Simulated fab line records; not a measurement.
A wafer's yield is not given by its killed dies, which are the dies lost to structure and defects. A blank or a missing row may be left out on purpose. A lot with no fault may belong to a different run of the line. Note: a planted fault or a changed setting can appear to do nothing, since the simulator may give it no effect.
Code-filled problem report in 8D (eight disciplines) form	flow n5 finfet	the parts of the form that need people (team, actions taken, sign-off) are left out

1. PROBLEM STATEMENT
Wafers free of any fault read 0.5 nm (standard deviation 0.71) for V0_OVL at N5_BEOL_M1_OVL_MEAS_29, against a mean of 6.8 nm on 6 wafers of 2 lots. That is +8.8 standard deviations from the usual mean.
Seen first at day 9 08:13 on overlay-01, wafer L490.1. The record has a number at this step for 33 wafers belonging to 11 lots. Rule for "out", or "out of limits": more than 4 standard deviations from the usual mean. Any other wafer with a number is counted as sound.

2. WHAT IT IS; WHAT IT IS NOT
question	is	is not
which readings at this step	V0_OVL	-
which lots	L490, L492	L479, L481, L482, L485, L486, L487, L499, L500, L501
which wafers of those lots	all that have a number	-
read on which gauges	overlay-01	overlay-02
when	from day 9 08:13	up to then (18 sound wafers); but 9 sound wafers of L499, L500, L501 came after

3. THE SUSPECTS, EACH WITH WHAT RULES IT OUT
Counting: a tool at a process step up to the reading stays a suspect if it ran every lot that is out and no sound lot after the first of them.
- the gauge at N5_BEOL_M1_OVL_MEAS_29: kept. All the wafers that are out were read on overlay-01, and no step on other tools shows them out.
- euv scanner-01 at N5_BEOL_M1_EXPOSE_25 (exposes mask V0, defocus 5 nm, target cd 24 nm): kept. Every lot that is out went through it, starting with L490 (day 9 08:02), and after that it ran no sound lot; the last sound lot it ran before then is L485 (day 7 10:54).
Remaining after the count are euv scanner-01 at N5_BEOL_M1_EXPOSE_25 and overlay-01 at N5_BEOL_M1_OVL_MEAS_29.

4. THE CAUSE (what the simulator had put in)
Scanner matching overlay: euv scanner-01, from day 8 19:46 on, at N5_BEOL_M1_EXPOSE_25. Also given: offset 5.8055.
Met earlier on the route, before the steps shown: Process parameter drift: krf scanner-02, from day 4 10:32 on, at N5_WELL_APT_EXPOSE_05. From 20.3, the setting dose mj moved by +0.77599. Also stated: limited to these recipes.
Counting left 2 suspects, and this tool is among them.

5. THE CHAIN OF EFFECTS, in route order
Each row: a reading whose mean over the struck wafers that have a number lies more than 3 standard deviations from the usual. Readings are gone through only where the record gives a usual standard deviation; hours: the median, over the lots, of the time from a lot's start at the first step in this table giving one to that lot's start at this step; sigmas: the change measured in usual standard deviations.
hours	step	reading	usual	on struck wafers	change	sigmas
0	N5_BEOL_M1_OVL_MEAS_29	V0_OVL	0.5 nm	6.8	+6.2	+8.8
Later steps that measure or inspect, where all struck wafers having a row at the step show a number for every such reading and not one has moved that far: N5_BEOL_M4_RC_MEAS_101.

6. WHAT WOULD HAVE CAUGHT IT SOONER
In this record the first reading out of limits at a measuring or inspecting step was taken at day 9 08:13, 12 hours after the fault began at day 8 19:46.
Lots out: 2; of these, L492 started N5_BEOL_M1_EXPOSE_25 on euv scanner-01 after day 9 08:13. A hold on the tool at that time would have spared it.
